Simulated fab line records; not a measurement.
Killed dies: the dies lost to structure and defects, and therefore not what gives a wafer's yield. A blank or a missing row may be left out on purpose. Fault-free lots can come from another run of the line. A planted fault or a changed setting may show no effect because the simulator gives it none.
Chamber matching + flow n5_finfet + N5_BEOL_M0_SAQP_ETCH_83 on rie_diel-01: 4 sister chambers
The step etches SiARC in CF4, target depth 39 nm, time 65 s. 4 wafers are shown with their chamber, then 10 later ones without.

== WAFERS, EACH WITH ITS CHAMBER ==
| wafer  | chamber | drypump_motor_current_A (A) |
|--------|---------|-----------------------------|
| L417.1 | 3       | 5.7                         |
| L419.1 | 0       | 6.1                         |
| L420.4 | 2       | 5.3                         |
| L420.5 | 1       | 5.9                         |

== WAFERS WHOSE CHAMBER IS MISSING ==
| wafer  | drypump_motor_current_A (A) |
|--------|-----------------------------|
| L420.6 | 6.1                         |
| L421.1 | 5.8                         |
| L421.5 | 5.9                         |
| L421.6 | 6.1                         |
| L422.3 | 6.1                         |
| L422.4 | 5.3                         |
| L422.6 | 6.1                         |
| L424.1 | 6.1                         |
| L424.4 | 6.1                         |
| L424.6 | 5.8                         |

== THE CHAMBER EACH PASSED THROUGH ==
| wafer  | from the rows above     | in truth |
|--------|-------------------------|----------|
| L420.6 | 0                       | 0        |
| L421.1 | can't be placed: 3 or 1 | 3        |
| L421.5 | 1                       | 1        |
| L421.6 | 0                       | 0        |
| L422.3 | 0                       | 0        |
| L422.4 | 2                       | 2        |
| L422.6 | 0                       | 0        |
| L424.1 | 0                       | 0        |
| L424.4 | 0                       | 0        |
| L424.6 | can't be placed: 3 or 1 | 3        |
8 of 10 placed correctly. Cannot be placed on the basis of these rows: 2; the candidates contain the true chamber in 2. Wrongly placed: 0.
How it was worked out, from the rows above alone: a wafer's distance from a chamber is the root of the sum, over the readings, of the square of ((its reading less the chamber's mean) divided by the reading's scatter). The wafer belongs to the nearest chamber; if the next one is less than 2 further off, it can't be placed. The mean given for a chamber averages the wafers shown for that chamber. The scatter: root of mean squared gap, hidden wafer to nearest shown wafer, with one shown wafer a chamber.
